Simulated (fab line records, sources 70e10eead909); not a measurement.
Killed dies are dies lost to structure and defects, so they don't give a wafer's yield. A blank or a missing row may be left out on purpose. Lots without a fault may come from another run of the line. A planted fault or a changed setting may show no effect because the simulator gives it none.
fab line records | flow nand_harc
record lots=12 wafers=36 last_day=32
route steps=1302 shown A_SLIT@935 A_WL_FILL@967
lots that met no fault: from a run of the same line without faults
start_h: hours from the record's first day to the start of the lot's first wafer shown | wait_h: hours since the lot's step before | " the same as in the row above | L1.1+2: a row that stands for several wafers | - no value, or no start given | * or withheld: withheld | < > ~ a bound
route shown NAME@n: a module of which the file shows steps, and the number in the route of the first | usual: mean/standard deviation of fault-free wafers | same: alike in all rows | chamber/n: place in a boat | sites: the reading at each site | _std_site: their standard deviation | _edge_site: outer sites' mean less inner sites' | radius_mm: how far each site lies from the wafer's centre | mask NAME#n: copy n | behind: the tool/chamber that last shaped the wafer | hold: why the lot was held/for how many hours/how that ended | device: the transistor (n, p or np) that didn't switch | end of line: the same wafers' tests at the end of the route | a step without rows: its recipe alone | killed: dies lost to structure and defects at the first sort, not the wafer's yield | map: a wafer's dies, x killed, . not, _ none there
set.NAME: the setting as run; set.NAME@STEP: as run at that earlier step | model.NAME: the simulator's own value behind a step, which no gauge read
steps of the route over a sample of lots; a table a step, a row a wafer
services: from which hour (start_h, from the record's first day; less than 0 if before it) a tool's chamber was out of use, for how many hours, and why
## steps
# step NHARC_A_SLIT_INSPECT_11
# usual raw_defect_count=64/30
# columns lot.wafer tool chamber start_h wait_h raw_defect_count
L990.2 defect_inspect-02 - 426.88 0.0 55
L990.3 " - " " 79
L990.6 " - " " 56
L991.3 defect_inspect-01 - 432.82 0.0 70
L991.5 " - " " 85
L991.6 " - " " 74
L994.1 defect_inspect-01 - 455.85 0.0 129
L994.4 " - " " 125
L994.6 " - " " 127
L992.2 defect_inspect-01 - 456.83 0.0 72
L992.4 " - " " 59
L992.5 " - " " 52
L995.2 defect_inspect-02 - 481.71 0.0 67
L995.3 " - " " 60
L995.6 " - " " 61
L993.3 defect_inspect-02 - 481.89 0.0 101
L993.4 " - " " 116
L993.5 " - " " 128
L103.1 defect_inspect-02 - 551.88 0.0 62
L103.2 " - " " 80
L103.3 " - " " 55
L104.2 defect_inspect-01 - 560.74 0.0 19
L104.4 " - " " 17
L104.5 " - " " 32
L109.2 defect_inspect-02 - 633.63 0.0 26
L109.3 " - " " 42
L109.4 " - " " 28
L112.1 defect_inspect-02 - 643.56 0.0 38
L112.2 " - " " 36
L112.4 " - " " 35
L111.2 defect_inspect-01 - 645.58 0.0 44
L111.4 " - " " 66
L111.5 " - " " 46
L113.1 defect_inspect-02 - 651.73 0.0 56
L113.2 " - " " 58
L113.3 " - " " 52
# step NHARC_A_SLIT_CD_MEAS_21
# usual cd_nm=289.7/0.8
# columns lot.wafer tool chamber start_h wait_h cd_nm
L990.2 cd_sem-03 - 433.31 - 288.7
L990.3 " - " " 288.8
L990.6 " - " " 288.6
L991.3 cd_sem-02 - 441.38 - 288.8
L991.5 " - " " 289.0
L991.6 " - " " 289.3
L994.1 cd_sem-01 - 462.22 - 289.5
L994.4 " - " " 290.8
L994.6 " - " " 290.2
L992.2 cd_sem-03 - 463.48 - 291.5
L992.4 " - " " 291.0
L992.5 " - " " 290.8
L995.2 cd_sem-02 - 488.07 - 288.1
L995.3 " - " " 289.5
L995.6 " - " " 288.4
L993.3 cd_sem-01 - 488.21 - 290.4
L993.4 " - " " 290.4
L993.5 " - " " 289.5
L103.1 cd_sem-03 - 558.29 - 290.6
L103.2 " - " " 290.9
L103.3 " - " " 290.4
L104.2 cd_sem-02 - 567.71 - 290.1
L104.4 " - " " 290.3
L104.5 " - " " 290.0
L109.2 cd_sem-01 - 639.97 - 288.8
L109.3 " - " " 290.9
L109.4 " - " " 289.8
L112.1 cd_sem-03 - 649.89 - 290.2
L112.2 " - " " 290.3
L112.4 " - " " 291.0
L111.2 cd_sem-02 - 653.71 - 290.4
L111.4 " - " " 291.3
L111.5 " - " " 289.3
L113.1 cd_sem-01 - 658.34 - 289.0
L113.2 " - " " 290.0
L113.3 " - " " 288.8
# step NHARC_A_WL_FILL_STRIP_29
# recipe time_s=20 o2_flow_sccm=500 ar_flow_sccm=0 bias_w=0 chemistry=O2
# usual drypump_motor_current_A=5.5/0.52 oes_product_au=0.998/0.0083 rf_vpp_V=57.7/0.85 showerhead_plenum_p_Torr=3.48/0.16 throttle_valve_pct=17.035/0.0086
# columns lot.wafer tool chamber start_h wait_h drypump_motor_current_A oes_product_au rf_hours_counter_h rf_vpp_V showerhead_plenum_p_Torr throttle_valve_pct
L990.2 rie_diel-11 0 455.60 0.1 5.4 0.995 1.1 59.5 3.73 17.043
L990.3 " 2 " " 4.7 0.980 1.1 57.8 3.31 17.040
L990.6 " 3 " " 4.7 0.996 - 57.7 3.30 17.031
L991.3 rie_diel-11 3 459.46 0.1 4.7 0.994 1.3 58.1 3.30 17.038
L991.6 " 1 " " 5.8 1.019 - 59.3 3.63 17.056
L991.5 " 2 " " 4.7 0.999 - 58.0 3.31 17.037
L994.4 rie_diel-13 2 480.81 0.1 6.2 0.991 5.5 59.0 3.63 17.046
L994.1 " 0 " " 5.9 1.002 5.0 58.6 3.38 17.035
L994.6 " 1 " " 6.3 0.997 - 57.0 3.35 17.033
L992.4 rie_diel-11 0 480.83 0.1 5.4 0.984 2.0 58.0 3.73 17.029
L992.2 " 1 " " 5.8 1.004 1.4 57.5 3.63 17.025
L992.5 " 1 " " 5.8 1.005 - 57.7 3.63 17.044
L993.4 rie_diel-13 3 506.98 0.1 5.2 0.998 0.0 58.0 3.37 17.037
L993.3 " 1 " " 6.3 1.002 0.0 57.0 3.35 17.036
L993.5 " 3 " " 5.2 0.990 - 57.6 3.37 17.029
L995.2 rie_diel-06 2 507.05 0.1 5.9 1.003 1.1 57.8 3.70 17.052
L995.3 " 3 " " 5.3 1.003 2.4 57.3 3.34 17.040
L995.6 " 3 " " 5.2 1.010 - 57.7 3.34 17.052
L103.3 rie_diel-11 1 576.85 0.1 5.8 1.018 3.6 58.2 3.62 17.022
L103.2 " 2 " " 4.7 0.997 4.7 57.7 3.30 17.021
L103.1 " 0 " " 5.4 1.007 4.6 57.9 3.73 17.045
L104.2 rie_diel-13 1 585.61 0.1 6.3 1.005 2.1 56.6 3.34 17.034
L104.4 " 3 " " 5.2 0.999 2.4 57.5 3.37 17.029
L104.5 " 1 " " 6.3 1.008 - 57.1 3.34 17.038
L109.4 rie_diel-11 3 657.92 0.1 4.7 0.990 1.7 57.5 3.30 17.024
L109.2 " 0 " " 5.4 0.998 1.6 57.7 3.73 17.032
L109.3 " 1 " " 5.8 1.000 1.4 58.1 3.62 17.058
L111.2 rie_diel-06 1 670.80 0.5 5.8 0.998 1.3 58.4 3.52 17.025
L111.4 " 0 " " 5.5 1.010 1.4 56.9 3.42 17.031
L111.5 " 1 " " 5.8 1.001 - 57.7 3.52 17.039
L112.1 rie_diel-13 2 671.32 0.1 6.2 0.982 5.5 57.2 3.63 17.040
L112.4 " 3 " " 5.2 0.997 5.4 58.7 3.37 17.032
L112.2 " 0 " " 5.9 1.002 5.6 57.2 3.38 17.025
L113.2 rie_diel-11 0 679.65 0.1 5.4 1.000 2.4 58.7 3.73 17.034
L113.1 " 2 " " 4.7 1.012 1.6 55.9 3.30 17.044
L113.3 " 3 " " 4.7 0.991 2.5 58.0 3.30 17.031
# step NHARC_A_WL_FILL_CVD_20
# recipe target_thk_a=1000 temp_c=400 pressure_torr=40 wf6_flow_sccm=40 h2_flow_sccm=1600 ar_flow_sccm=1560 time_s=74 material=W
# usual heater_power_w=786/29 mfc_wf6_sccm=39.98/0.12 throttle_valve_pct=7.91/0.28
# columns lot.wafer tool chamber start_h wait_h heater_power_w mfc_wf6_sccm since_wet_clean_h throttle_valve_pct
L990.2 cvd_w-01 1 461.40 - 810 39.81 106 7.87
L990.3 " 1 " " 805 39.89 - 7.66
L990.6 " 0 " " 864 39.99 - 7.42
L991.3 cvd_w-01 0 465.27 - 839 40.00 - 7.69
L991.6 " 0 " " 834 39.98 - 7.87
L991.5 " 1 " " 834 39.96 - 7.51
L994.1 cvd_w-02 0 486.60 - 754 39.93 48 8.20
L994.4 " 0 " " 749 39.98 - 8.37
L994.6 " 1 " " 773 39.82 - 8.04
L992.2 cvd_w-01 0 486.62 - 864 40.10 132 7.96
L992.4 " 0 " " 850 40.16 - 7.55
L992.5 " 0 " " 848 39.92 - 7.72
L995.2 cvd_w-02 0 512.79 - 747 40.14 74 8.15
L995.3 " 0 " " 745 39.83 - 8.47
L995.6 " 1 " " 764 40.01 - 7.95
L993.4 cvd_w-01 0 512.83 - 830 39.93 - 7.76
L993.3 " 1 " " 829 39.83 - 7.75
L993.5 " 0 " " 851 39.68 - 7.73
L103.1 cvd_w-01 1 582.76 - 793 39.94 47 7.53
L103.2 " 0 " " 788 39.99 47 7.88
L103.3 " 0 " " 774 40.23 - 7.90
L104.2 cvd_w-02 0 591.29 - 761 39.73 152 8.28
L104.4 " 1 " " 776 40.14 - 8.29
L104.5 " 0 " " 754 40.02 - 8.24
L109.2 cvd_w-02 0 663.72 - 791 39.95 44 8.07
L109.3 " 0 " " 780 39.97 - 7.89
L109.4 " 1 " " 767 40.05 - 7.92
L112.2 cvd_w-01 0 676.64 - 806 39.88 141 7.98
L112.1 " 1 " " 802 40.12 141 7.80
L112.4 " 0 " " 787 39.75 - 8.20
L111.2 cvd_w-02 0 676.68 - 776 40.15 - 7.96
L111.4 " 0 " " 757 39.94 - 8.03
L111.5 " 0 " " 756 40.09 - 7.88
L113.2 cvd_w-01 1 685.36 - 821 39.82 149 7.55
L113.1 " 0 " " 789 40.03 149 7.72
L113.3 " 1 " " 807 39.91 - 7.94
# step NHARC_A_WL_FILL_CMP_12
# recipe t_overpolish_s=30 target_thk_nm=100
# usual motor_current_A=11.6/0.92 overpolish_run_s=29.998/0.0087 slurry_filter_dp_kPa=13.49/0.12 time_to_endpoint_s=20.1/2.3
# columns lot.wafer tool chamber start_h wait_h motor_current_A overpolish_run_s slurry_filter_dp_kPa time_to_endpoint_s
L990.3 cmp-01 0 461.56 0.1 11.8 29.987 13.50 20.4
L990.2 " 1 " " 11.1 29.989 13.31 19.0
L990.6 " 1 " " 11.0 30.000 13.50 21.6
L991.3 cmp-01 0 465.48 0.2 11.6 30.003 13.43 20.2
L991.6 " 1 " " 11.5 29.988 13.43 19.0
L991.5 " 2 " " 10.6 30.012 13.29 21.4
L992.2 cmp-03 0 486.78 0.1 11.4 29.995 13.39 20.4
L992.4 " 3 " " 11.5 30.002 13.58 16.7
L992.5 " 0 " " 11.8 30.001 13.44 20.9
L994.4 cmp-02 3 486.78 0.1 11.1 29.987 13.58 17.2
L994.1 " 2 " " 11.7 29.995 13.52 20.4
L994.6 " 0 " " 13.0 29.994 13.38 19.5
L995.3 cmp-03 1 512.97 0.1 11.5 30.005 13.34 18.4
L995.2 " 0 " " 11.0 30.000 13.51 18.5
L995.6 " 1 " " 11.5 29.995 13.65 20.8
L993.4 cmp-02 3 513.01 0.2 10.8 29.999 13.52 22.0
L993.3 " 0 " " 12.6 29.999 13.52 20.1
L993.5 " 2 " " 11.4 29.987 13.47 23.5
L103.2 cmp-02 3 582.94 0.1 10.7 29.977 13.47 16.3
L103.1 " 0 " " 13.1 30.006 13.35 15.0
L103.3 " 2 " " 11.8 29.988 13.56 10.7
L104.4 cmp-02 0 591.49 0.2 13.0 30.007 13.30 18.7
L104.2 " 1 " " 10.0 29.999 13.49 19.9
L104.5 " 2 " " 12.0 30.021 13.54 19.3
L109.2 cmp-01 1 663.90 0.2 11.6 30.013 13.75 19.7
L109.4 " 2 " " 10.4 30.001 13.58 20.2
L109.3 " 0 " " 11.6 30.001 13.26 21.0
L112.4 cmp-02 3 676.85 0.1 10.5 30.000 13.49 19.5
L112.2 " 0 " " 13.2 29.990 13.31 16.3
L112.1 " 1 " " 10.2 30.010 13.26 17.6
L111.2 cmp-01 3 677.00 0.3 13.1 30.007 13.46 25.1
L111.4 " 0 " " 11.7 29.988 13.52 22.7
L111.5 " 1 " " 11.4 29.998 13.26 22.8
L113.3 cmp-01 1 685.54 0.1 10.4 29.985 13.51 20.7
L113.1 " 2 " " 11.0 29.996 13.40 21.8
L113.2 " 0 " " 11.3 29.996 13.40 22.1
## services
# columns tool chamber start_h hours kind
cmp-01 - 455.50 4.0 pm
cmp-01 - 473.57 0.5 repair
cmp-02 - 478.25 0.3 repair
cmp-02 - 482.53 2.2 repair
cmp-01 - 485.49 0.5 repair
cmp-02 - 488.43 1.5 repair
cmp-01 - 494.39 0.8 repair
cmp-02 - 502.58 4.0 pm
cvd_w-01 - 523.00 13.0 pm
rie_diel-11 1 544.97 13.2 repair
cmp-01 - 553.50 4.0 pm
rie_diel-11 3 570.24 9.9 repair
cmp-01 - 574.16 0.3 repair
rie_diel-11 - 585.50 9.0 pm
cmp-01 - 594.14 0.4 repair
cvd_w-02 1 598.43 4.4 repair
cmp-02 - 600.58 4.0 pm
cvd_w-02 - 607.00 13.0 pm
cvd_w-01 1 610.17 2.7 repair
cmp-01 - 618.33 0.4 repair
cvd_w-02 0 643.48 18.5 repair
cmp-01 - 651.50 4.0 pm
cvd_w-01 - 662.05 4.4 repair
rie_diel-11 2 669.27 8.2 repair
## key
first_sign step=NHARC_A_WL_FILL_CMP_12 reading=time_to_endpoint_s direction=down sigmas=4.1 usual=* struck=*
effect none on later readings
met_at NHARC_A_WL_FILL_CVD_20
struck_lots L103
struck_wafers L103.3
tester_left_out L103
not_acting_at NHARC_A_SLIT_INSPECT_11,NHARC_A_SLIT_CD_MEAS_21,NHARC_A_WL_FILL_STRIP_29
onset_between 512.83 582.76
fault kind=process_parameter_drift tool=cvd_w-01 chamber=- onset_h=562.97 steps=NHARC_A_WL_FILL_CVD_20 channel=target_thk_a offset=* shape=step end_h=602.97 scope=struck_wafers_only acts_in=* stated=*
# tester_left_out: of these lots the tester's yield and bins aren't shown, on N5 and GAA mostly nor the transistor test; their killed dies are dies lost to structure and defects alone, not to doping, threshold or leakage, so they don't give the yield
